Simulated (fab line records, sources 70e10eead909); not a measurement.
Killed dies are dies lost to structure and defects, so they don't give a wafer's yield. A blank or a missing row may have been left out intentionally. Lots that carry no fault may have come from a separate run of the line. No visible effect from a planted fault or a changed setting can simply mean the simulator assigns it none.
A struck lot beside a sound one	flow nand-harc	14 out of 1302 route steps
Sound: wafers L396.1, L396.2, L396.6. Struck: wafer L399.5. (L399.1, L399.2 of the same lot were not struck and are left out.) The cause comes at the end.
At each step with rows: each side's tool, then ch and its chambers, then its first start. Under that, the readings that differ: sound wafers	struck wafers	difference of the means	sigmas: that difference in standard deviations of wafers without a fault.
alike: a reading whose means differ by less than 2 such deviations, as well as words and numbers matching on both sides. not compared: withheld readings; readings where some wafer has no value; bounds like >300 that might hide an equal value; numbers whose values overlap and for which the record gives no deviation.
The two part at a step that has a row with sigmas, a row that says differs or no value, or rows on one side only. When numbers do not overlap yet have no deviation, they are printed without sigmas and do not part them. Lack of a reading on every wafer of one side parts them only where that side has two or more wafers.

first, 9 steps without rows for these wafers: NHARC_A_STAIRCASE_DEHYDRATE_01 (time 120 s); NHARC_A_STAIRCASE_HMDS_02 (time 30 s); NHARC_A_STAIRCASE_COAT_03; NHARC_A_STAIRCASE_SOFTBAKE_04 (time 170 s); NHARC_A_STAIRCASE_EBR_05; NHARC_A_STAIRCASE_EXPOSE_06 (exposes mask STAIR); NHARC_A_STAIRCASE_PEB_07 (peb time 130 s); NHARC_A_STAIRCASE_DEVELOP_08 (time 140 s); NHARC_A_STAIRCASE_HARDBAKE_10 (time 140 s).
NHARC_A_STAIRCASE_DESCUM_11: chemistry O2, time 3 s.
  sound on rie-diel-03 ch 1,3, day 18 16:55; struck on rie-diel-12 ch 2, day 20 05:31
reading	sound	struck	difference	sigmas
rf-vpp-V (V)	57.5 59.3 58.4	56.5	-1.9	-2
  alike: drypump-motor-current-A, oes-product-au, showerhead-plenum-p-Torr, throttle-valve-pct
  not compared: rf-hours-counter-h
NHARC_A_STAIRCASE_TRIM_12: chemistry O2, time 211.2 s.
  sound on rie-diel-03 ch 1,2, day 18 17:00; struck on rie-diel-12 ch 3, day 20 05:46
reading	sound	struck	difference	sigmas
oes-product-au (a.u.)	0.991 0.985 0.989	1.007	+0.019	+2
  alike: drypump-motor-current-A, rf-vpp-V, showerhead-plenum-p-Torr, throttle-valve-pct
  not compared: rf-hours-counter-h
NHARC_A_STAIRCASE_ETCH_13: etches the open film in C4F8/O2, target depth 100 nm, time 40.5 s.
  sound on rie-diel-03 ch 0,2,3, day 18 17:10; struck on rie-diel-12 ch 0, day 20 08:50
reading	sound	struck	difference	sigmas
run-length-s (s)	62.2 61.3 61.2	67.4	+5.8	+19
  alike: oes-product-au, rf-vpp-V
  not compared: rf-hours-counter-h
NHARC_A_STAIRCASE_TRIM_14: chemistry O2, time 211.2 s.
  sound on rie-diel-03 ch 0,1,3; struck on rie-diel-12 ch 3
reading	sound	struck	difference	sigmas
rf-vpp-V (V)	58.3 59.3 56.5	56.1	-1.9	-2
  alike: drypump-motor-current-A, oes-product-au, showerhead-plenum-p-Torr, throttle-valve-pct
  not compared: rf-hours-counter-h
after that, 1 step had no rows for these wafers: NHARC_END_SORT_01.

## WHERE THEY PART
Last at NHARC_A_STAIRCASE_TRIM_14 as far as this record goes, first at NHARC_A_STAIRCASE_DESCUM_11.

WHY: what had been put in by the simulator
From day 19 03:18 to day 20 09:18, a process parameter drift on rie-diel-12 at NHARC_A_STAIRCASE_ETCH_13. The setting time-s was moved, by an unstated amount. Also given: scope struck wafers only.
